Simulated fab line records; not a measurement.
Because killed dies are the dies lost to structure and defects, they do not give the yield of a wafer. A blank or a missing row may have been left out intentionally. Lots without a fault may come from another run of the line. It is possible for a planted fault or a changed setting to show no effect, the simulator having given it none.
Matching of chambers / flow nand_harc / 4 sister chambers for NHARC_A_WL_FILL_STRIP_29 on rie_diel-13
The step strips in O2, time 20 s. 22 wafers are shown with their chamber, then 11 later ones without.

## WAFERS PAIRED WITH THEIR CHAMBERS
wafer=L075.1; chamber=0; oes_product_au (a.u.)=0.998; rf_vpp_V (V)=58.5; throttle_valve_pct (%)=17.023
wafer=L075.2; chamber=1; oes_product_au (a.u.)=0.983; rf_vpp_V (V)=56.9; throttle_valve_pct (%)=17.037
wafer=L075.4; chamber=2; oes_product_au (a.u.)=0.982; rf_vpp_V (V)=57.9; throttle_valve_pct (%)=17.045
wafer=L077.2; chamber=1; oes_product_au (a.u.)=0.997; rf_vpp_V (V)=57.9; throttle_valve_pct (%)=17.023
wafer=L077.5; chamber=2; oes_product_au (a.u.)=0.990; rf_vpp_V (V)=57.5; throttle_valve_pct (%)=17.036
wafer=L077.6; chamber=3; oes_product_au (a.u.)=0.988; rf_vpp_V (V)=59.8; throttle_valve_pct (%)=17.043
wafer=L078.2; chamber=0; oes_product_au (a.u.)=1.016; rf_vpp_V (V)=58.7; throttle_valve_pct (%)=17.026
wafer=L078.3; chamber=3; oes_product_au (a.u.)=0.996; rf_vpp_V (V)=58.6; throttle_valve_pct (%)=17.046
wafer=L078.6; chamber=0; oes_product_au (a.u.)=1.010; rf_vpp_V (V)=58.4; throttle_valve_pct (%)=17.048
wafer=L079.1; chamber=2; oes_product_au (a.u.)=0.979; rf_vpp_V (V)=58.8; throttle_valve_pct (%)=17.033
wafer=L079.3; chamber=1; oes_product_au (a.u.)=0.991; rf_vpp_V (V)=57.5; throttle_valve_pct (%)=17.040
wafer=L079.6; chamber=1; oes_product_au (a.u.)=0.994; rf_vpp_V (V)=59.6; throttle_valve_pct (%)=17.006
wafer=L080.2; chamber=3; oes_product_au (a.u.)=1.002; rf_vpp_V (V)=57.9; throttle_valve_pct (%)=17.027
wafer=L080.3; chamber=0; oes_product_au (a.u.)=0.988; rf_vpp_V (V)=56.0; throttle_valve_pct (%)=17.038
wafer=L080.5; chamber=0; oes_product_au (a.u.)=0.989; rf_vpp_V (V)=58.5; throttle_valve_pct (%)=17.044
wafer=L081.3; chamber=1; oes_product_au (a.u.)=0.999; rf_vpp_V (V)=58.7; throttle_valve_pct (%)=17.052
wafer=L081.5; chamber=3; oes_product_au (a.u.)=0.990; rf_vpp_V (V)=57.6; throttle_valve_pct (%)=17.036
wafer=L081.6; chamber=0; oes_product_au (a.u.)=0.995; rf_vpp_V (V)=58.5; throttle_valve_pct (%)=17.053
wafer=L088.3; chamber=1; oes_product_au (a.u.)=0.984; rf_vpp_V (V)=58.4; throttle_valve_pct (%)=17.046
wafer=L088.5; chamber=2; oes_product_au (a.u.)=1.002; rf_vpp_V (V)=56.7; throttle_valve_pct (%)=17.043
wafer=L088.6; chamber=3; oes_product_au (a.u.)=0.989; rf_vpp_V (V)=58.2; throttle_valve_pct (%)=17.022
wafer=L091.1; chamber=0; oes_product_au (a.u.)=0.987; rf_vpp_V (V)=57.5; throttle_valve_pct (%)=17.037

SIGNATURES, as means of the wafers listed above
reading=oes_product_au; chamber 0=0.99757; chamber 1=0.99133; chamber 2=0.98825; chamber 3=0.99300; scatter within a chamber=0.00899
reading=rf_vpp_V; chamber 0=58.014; chamber 1=58.167; chamber 2=57.725; chamber 3=58.420; scatter within a chamber=0.924
reading=throttle_valve_pct; chamber 0=17.03843; chamber 1=17.03400; chamber 2=17.03925; chamber 3=17.03480; scatter within a chamber=0.0122
Rule: for each reading, subtract the chamber's mean from the wafer's reading, divide by that reading's scatter and square the result; add these up over the readings and take the root, which gives the wafer's distance from the chamber. The wafer belongs to the nearest chamber; if the next one is less than 2 further off, it can't be placed. How the scatter is found: for the shown wafers, subtract from each reading the mean of its chamber, square and add these, divide the total by (wafers less chambers), then take the root.

## WAFERS WITHOUT THEIR CHAMBER
wafer=L091.2; oes_product_au (a.u.)=1.000; rf_vpp_V (V)=59.3; throttle_valve_pct (%)=17.033
wafer=L091.3; oes_product_au (a.u.)=1.011; rf_vpp_V (V)=58.9; throttle_valve_pct (%)=17.050
wafer=L089.3; oes_product_au (a.u.)=1.004; rf_vpp_V (V)=59.6; throttle_valve_pct (%)=17.040
wafer=L089.4; oes_product_au (a.u.)=0.991; rf_vpp_V (V)=57.1; throttle_valve_pct (%)=17.021
wafer=L089.6; oes_product_au (a.u.)=0.998; rf_vpp_V (V)=56.9; throttle_valve_pct (%)=17.031
wafer=L090.2; oes_product_au (a.u.)=1.000; rf_vpp_V (V)=57.1; throttle_valve_pct (%)=17.035
wafer=L090.4; oes_product_au (a.u.)=0.992; rf_vpp_V (V)=58.3; throttle_valve_pct (%)=17.015
wafer=L090.5; oes_product_au (a.u.)=1.000; rf_vpp_V (V)=59.3; throttle_valve_pct (%)=17.040
wafer=L096.2; oes_product_au (a.u.)=0.991; rf_vpp_V (V)=58.4; throttle_valve_pct (%)=17.031
wafer=L096.3; oes_product_au (a.u.)=0.993; rf_vpp_V (V)=57.2; throttle_valve_pct (%)=17.047
wafer=L096.6; oes_product_au (a.u.)=0.988; rf_vpp_V (V)=58.1; throttle_valve_pct (%)=17.037

## THE CHAMBER EACH PASSED THROUGH
wafer=L091.2; from the rows above=can't be placed: 3 or 0 or 1 or 2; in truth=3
wafer=L091.3; from the rows above=can't be placed: 0 or 3 or 1 or 2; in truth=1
wafer=L089.3; from the rows above=can't be placed: 3 or 0 or 1 or 2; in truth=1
wafer=L089.4; from the rows above=can't be placed: 1 or 2 or 3 or 0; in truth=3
wafer=L089.6; from the rows above=can't be placed: 0 or 2 or 1 or 3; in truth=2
wafer=L090.2; from the rows above=can't be placed: 0 or 1 or 2 or 3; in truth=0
wafer=L090.4; from the rows above=can't be placed: 1 or 3 or 0 or 2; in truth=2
wafer=L090.5; from the rows above=can't be placed: 3 or 0 or 1 or 2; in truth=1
wafer=L096.2; from the rows above=can't be placed: 1 or 3 or 0 or 2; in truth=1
wafer=L096.3; from the rows above=can't be placed: 2 or 0 or 1 or 3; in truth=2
wafer=L096.6; from the rows above=can't be placed: 2 or 1 or 3 or 0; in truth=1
Correctly placed: 0 of 11. Can't be placed from these rows: 11 (the true chamber is among the candidates in 11). 0 placed wrongly.
